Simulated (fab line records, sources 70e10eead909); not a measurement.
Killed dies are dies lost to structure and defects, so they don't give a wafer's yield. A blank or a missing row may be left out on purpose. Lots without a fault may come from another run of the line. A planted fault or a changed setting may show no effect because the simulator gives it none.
Problem report in the 8D (eight disciplines) form, filled by code | flow nand_harc | the parts of the form that need people (team, actions taken, sign-off) are left out

1. THE PROBLEM
thk_nm at NHARC_A_ONON_D2_THK_MEAS_30 reads a mean of 1046 nm on 2 wafers of 2 lots; wafers without a fault read 1002 nm with a standard deviation of 9.5. That is +4.6 standard deviations from the usual mean.
The step: measures by ellipsometry.
First seen on wafer L780.4, day 19 05:47, on film_metro-01. The record holds 34 wafers of 12 lots with a number at this step. Rule for "out", or "out of limits": more than 4 standard deviations from the usual mean. The other wafers with a number count as sound.

2. WHAT IT IS AND WHAT IT IS NOT
question                    | is                | is not
which readings at this step | thk_nm            | -
which lots                  | L780, L782        | L765, L766, L767, L771, L772, L773, L784, L786, L787, L788
which wafers of those lots  | L780.4, L782.4    | L782.2, L782.5
read on which gauges        | film_metro-01     | film_metro-02
when                        | from day 19 05:47 | up to then (18 sound wafers); but 14 sound wafers of L782, L784, L786, L787, L788 came after

3. SUSPECTS, AND WHAT RULES EACH OUT
Counting: a tool at a process step up to the reading stays a suspect if it ran every lot that is out. Sound lots after the first of them don't rule it out here, since some wafers of a struck lot are sound.
- the gauge at NHARC_A_ONON_D2_THK_MEAS_30: ruled out. All the wafers that are out were read on film_metro-01, but those of them that NHARC_END_SORT_01 has rows for are out there too, on other tools.
- rie_diel-05 at NHARC_A_CHANNEL_FILL_D1_STRIP_29 (strips in O2, time 20 s): kept. It ran every lot that is out, first L780 (day 18 16:56); its last sound lot up to then is L772 (day 15 14:30). NHARC_A_CHANNEL_FILL_D1_STRIP_29 gives no start for some lots, so the hours and the order of its lots are those of NHARC_A_DECK1_JOINT_INSPECT_05.
- pecvd_onon-04 at NHARC_A_ONON_D2_DEP_28 (target thk 1000 nm): kept. It ran every lot that is out, first L780 (day 19 05:27); its last sound lot up to then is L773 (day 16 12:56).
Left after counting: rie_diel-05 at NHARC_A_CHANNEL_FILL_D1_STRIP_29, pecvd_onon-04 at NHARC_A_ONON_D2_DEP_28.

4. THE CAUSE (what the simulator had put in)
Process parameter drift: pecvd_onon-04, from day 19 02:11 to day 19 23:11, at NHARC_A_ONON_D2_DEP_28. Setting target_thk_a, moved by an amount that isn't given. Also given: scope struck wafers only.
Counting left 2 suspects, and this tool is among them.

5. THE CHAIN OF EFFECTS, in route order
Each row: a reading whose mean over the struck wafers that have a number lies more than 3 standard deviations from the usual. Only readings for which the record gives a usual standard deviation are gone through. hours: the time from each lot's start at the first step in this table that gives one to its start at this step, as a median over the lots. sigmas: the change in usual standard deviations.
hours | step                        | reading         | usual   | on struck wafers | change | sigmas
0     | NHARC_A_ONON_D2_THK_MEAS_30 | thk_nm          | 1002 nm | 1046             | +44    | +4.6
274   | NHARC_END_SORT_01           | killed_at_array | 55      | 620              | +564   | +33
274   | NHARC_END_SORT_01           | killed_dies     | 59      | 623              | +564   | +33

6. WHAT WOULD HAVE CAUGHT IT SOONER
In this record the first reading out of limits at a measuring or inspecting step was taken at day 19 05:47, 4 hours after the fault began at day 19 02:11.
Of the tool readings at NHARC_A_ONON_D2_DEP_28 for which the record gives a usual standard deviation, none was out on any struck wafer, so an alarm limit of 4 standard deviations on them would not have fired.
Of the lots that are out (2), L782 began NHARC_A_ONON_D2_DEP_28 on pecvd_onon-04 after day 19 05:47. A hold on the tool at that time would have spared it.
